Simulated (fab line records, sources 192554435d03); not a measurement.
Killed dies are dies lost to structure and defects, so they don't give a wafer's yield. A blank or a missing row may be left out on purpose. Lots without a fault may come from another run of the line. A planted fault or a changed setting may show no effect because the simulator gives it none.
Which tool did it? | flow n5_finfet | 12 lots, 36 wafers sampled, at 5 steps of a route of 1938

WHAT THE GAUGES READ, wafer by wafer
N5_BEOL_M5_OVL_MEAS_29.
lot  | measured     | on         | V4_OVL (nm)
L075 | day 9 17:42  | overlay-02 | -0.3 0.3 -0.2
L077 | day 10 04:22 | overlay-02 | -0.1 0.3 0.3
L079 | day 11 03:38 | overlay-01 | -0.6 0.1 0.8
L081 | day 11 06:53 | overlay-01 | -0.9 0.0 0.0
L083 | day 11 13:36 | overlay-01 | -1.0 -1.0 -0.6
L087 | day 12 06:35 | overlay-02 | -0.6 -0.1 0.0
L086 | day 12 21:50 | overlay-01 | -0.9 -0.8 -0.6
L088 | day 13 02:41 | overlay-02 | 0.4 0.5 0.4
L092 | day 13 10:47 | overlay-01 | 0.3 0.0 1.1
L095 | day 14 11:42 | overlay-01 | 0.4 -0.3 0.2
L094 | day 14 20:55 | overlay-02 | -0.5 0.6 -0.5
L097 | day 15 15:47 | overlay-01 | 0.2 0.6 0.7

WHICH TOOL RAN EACH LOT (tool, then ch and the chambers of the sampled wafers, then the start)
lot  | N5_BEOL_M4_SPUTTER_48        | N5_BEOL_M4_SPUTTER_79        | N5_BEOL_M4_ANNEAL_91         | N5_BEOL_M4_SPUTTER_94
L075 | pvd_sputter-01, day 9 08:10  | pvd_sputter-01, day 9 08:24  | pvd_sputter-01, day 9 09:26  | pvd_sputter-01, day 9 09:50
L077 | pvd_sputter-03, day 9 19:47  | pvd_sputter-03, day 9 20:01  | pvd_sputter-03, day 9 20:58  | pvd_sputter-03, day 9 21:20
L079 | pvd_sputter-01, day 10 19:34 | pvd_sputter-01, day 10 19:47 | pvd_sputter-01, day 10 20:44 | pvd_sputter-01, day 10 21:06
L081 | pvd_sputter-01, day 10 22:29 | pvd_sputter-01, day 10 22:43 | pvd_sputter-01, day 10 23:40 | pvd_sputter-01, day 11 00:02
L083 | pvd_sputter-01, day 11 03:31 | pvd_sputter-01, day 11 03:44 | pvd_sputter-01, day 11 04:41 | pvd_sputter-01, day 11 05:03
L087 | pvd_sputter-03, day 11 18:53 | pvd_sputter-03, day 11 19:06 | pvd_sputter-03, day 11 20:04 | pvd_sputter-03, day 11 20:25
L086 | pvd_sputter-03, day 12 14:10 | pvd_sputter-03, day 12 14:23 | pvd_sputter-03, day 12 15:21 | pvd_sputter-03, day 12 15:43
L088 | pvd_sputter-01, day 12 18:07 | pvd_sputter-01, day 12 18:20 | pvd_sputter-01, day 12 19:18 | pvd_sputter-01, day 12 19:40
L092 | pvd_sputter-02, day 13 03:10 | pvd_sputter-02, day 13 03:23 | pvd_sputter-02, day 13 04:20 | pvd_sputter-02, day 13 04:42
L095 | pvd_sputter-01, day 14 01:05 | pvd_sputter-01, day 14 01:18 | pvd_sputter-01, day 14 02:16 | pvd_sputter-01, day 14 02:37
L094 | pvd_sputter-01, day 14 14:05 | pvd_sputter-01, day 14 14:19 | pvd_sputter-01, day 14 15:16 | pvd_sputter-01, day 14 15:38
L097 | pvd_sputter-02, day 15 08:26 | pvd_sputter-02, day 15 08:39 | pvd_sputter-02, day 15 09:37 | pvd_sputter-02, day 15 09:58
- N5_BEOL_M4_SPUTTER_48: material Cu, target thk 4.5 nm, time 8.29 s.
- N5_BEOL_M4_SPUTTER_79: material Cu, target thk 4.5 nm, time 8.29 s.
- N5_BEOL_M4_ANNEAL_91: time 240 s.
- N5_BEOL_M4_SPUTTER_94: material Cu, target thk 4.5 nm, time 8.29 s.

THE ANSWER, worked out from the rows above alone
Rule: what is usual is taken from the lots themselves. Put in order of their means at a reading, lots are off if they are a third of the lots or fewer, leave a main group of 4 or more, and stand apart from it by a gap of 3 or more times the standard deviation of the main group's means; of several such gaps the widest counts. A main group whose means are all the same, to the digits that the tables above print for the reading, isn't used. A lot without any number at a reading at which 4 lots or more have one is off too. The other lots that the step has rows for count as sound.
No lot is off at any reading shown: from this, nothing can be told.

WHAT THE SIMULATOR HAD PUT IN
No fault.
